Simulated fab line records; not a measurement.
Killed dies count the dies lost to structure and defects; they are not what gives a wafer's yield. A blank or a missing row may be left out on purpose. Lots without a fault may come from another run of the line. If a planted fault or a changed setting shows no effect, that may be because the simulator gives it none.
Split-lot trial    flow n5Finfet    21 wafers read from 7 lots, route of 1938 steps

SPLIT DETAILS
At N5_BEOL_M8_COAT_22 (resist thk 30 nm), the setting spinRpm was moved away from the recipe's 1500 rpm on 5 of the 21 wafers read, by -10.7% to +10.7%. This setting was run at the recipe's value on the other wafers.

FROM THE SPLIT TO THE READING: what the file shows between them, 4 steps
- N5_BEOL_M8_EBR_24
- N5_BEOL_M8_SOFTBAKE_23: time 60 s
- N5_BEOL_M8_EXPOSE_25: exposes mask V7, target cd 40 nm
- N5_BEOL_M8_PEB_26: peb time 60 s

THE READING
CAR-EUV_of_BEOL_M8_COAT_22.thkNm (the simulator's own value, which no gauge read), in nm, at N5_BEOL_M8_DEVELOP_27 (develop time 30 s). The file does not state a usual value for it. Average 29.5 nm, standard deviation 0.097 nm, over the 16 wafers here run with the recipe.

wafer   tool, chamber at the split  spinRpm as run, rpm  against the recipe  CAR-EUV_of_BEOL_M8_COAT_22.thkNm, nm  against lot-mates on the recipe
L077.1  lithoTrack-05, 0            1500                 recipe              29.4                                  -
L077.4  lithoTrack-05, 0            1500                 recipe              29.4                                  -
L077.6  lithoTrack-05, 0            1500                 recipe              29.6                                  -
L080.2  lithoTrack-03, 0            1339                 -10.7%              31.4                                  +1.8
L080.5  lithoTrack-03, 0            1339                 -10.7%              31.2                                  +1.6
L080.6  lithoTrack-03, 0            1500                 recipe              29.6                                  -
L082.4  lithoTrack-03, 0            1500                 recipe              29.4                                  -
L082.5  lithoTrack-03, 0            1500                 recipe              29.4                                  -
L082.6  lithoTrack-03, 0            1500                 recipe              29.4                                  -
L090.3  lithoTrack-03, 0            1500                 recipe              29.6                                  -
L090.6  lithoTrack-03, 0            1500                 recipe              29.6                                  -
L090.5  lithoTrack-03, 0            1660                 +10.7%              28                                    -1.6
L092.1  lithoTrack-05, 0            1431                 -4.6%               30.2                                  +0.8
L092.5  lithoTrack-05, 0            1431                 -4.6%               30.2                                  +0.8
L092.4  lithoTrack-05, 0            1500                 recipe              29.4                                  -
L089.2  lithoTrack-01, 0            1500                 recipe              29.6                                  -
L089.3  lithoTrack-01, 0            1500                 recipe              29.6                                  -
L089.5  lithoTrack-01, 0            1500                 recipe              29.6                                  -
L096.3  lithoTrack-01, 0            1500                 recipe              29.6                                  -
L096.5  lithoTrack-01, 0            1500                 recipe              29.6                                  -
L096.6  lithoTrack-01, 0            1500                 recipe              29.6                                  -

FIT RESULTS
A straight line over all 21 wafers: CAR-EUV_of_BEOL_M8_COAT_22.thkNm changes by -0.156 nm for each +1% of spinRpm; r = -0.99; the points scatter about the line by 0.11 nm.
The same after taking each lot's own level away (the mean of its wafers on the recipe; 21 wafers): -0.157 nm for each +1%; r = -1.00; scatter 0.057 nm.
Per that fit: largest spinRpm move, reading shift of 1.7 nm.
Across the lots, their own levels run from 29.40 to 29.60 nm, a range of 2.1 times the standard deviation given above.
Hence the lot-to-lot level has little effect on the slope; both slopes agree.
Check: with one of the wafers moved furthest among these (-10.7%) left out of the fit, the line predicts +1.65 nm for it against its lot-mates. It came out at +1.8 nm against them.

OTHER SPLITS APPLIED TO THESE WAFERS
Other splits were also applied to these wafers ahead of the reading. Each is held against what the fit with the lots' levels taken away leaves over:
other split on the same wafers     wafers away from the commonest value  r with CAR-EUV_of_BEOL_M8_COAT_22.thkNm (lot level and that fit taken away)
N5_BEOL_M4_COAT_73 spinRpm         4                                     +0.18
N5_BEOL_M5_COAT_74 spinRpm         7                                     +0.21
N5_BEOL_M5_COAT_22 spinRpm         5                                     +0.21
N5_BEOL_M7_VIA_ETCH_34 biasW       6                                     -0.12
N5_BEOL_M7_TRENCH_ETCH_37 sourceW  8                                     -0.29
N5_BEOL_M8_DESCUM_16 timeS         8                                     -0.10

THE WHOLE CHAIN: every reading that the file lists as answering this split, in the file's order
step                   what it does       reading                                                                            change (the file's fit)                r (the file's)
N5_BEOL_M8_COAT_22     resist thk 30 nm   CAR-EUV_of_BEOL_M8_COAT_22.thkNm (the simulator's own value, which no gauge read)  -0.15 nm for each +1% of the setting   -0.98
N5_BEOL_M8_DEVELOP_27  develop time 30 s  CAR-EUV_of_BEOL_M8_COAT_22.thkNm (the simulator's own value, which no gauge read)  -0.156 nm for each +1% of the setting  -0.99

THE FILE'S OWN FIT
CAR-EUV_of_BEOL_M8_COAT_22.thkNm changes by -0.156 nm for each +1% of spinRpm, r = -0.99.
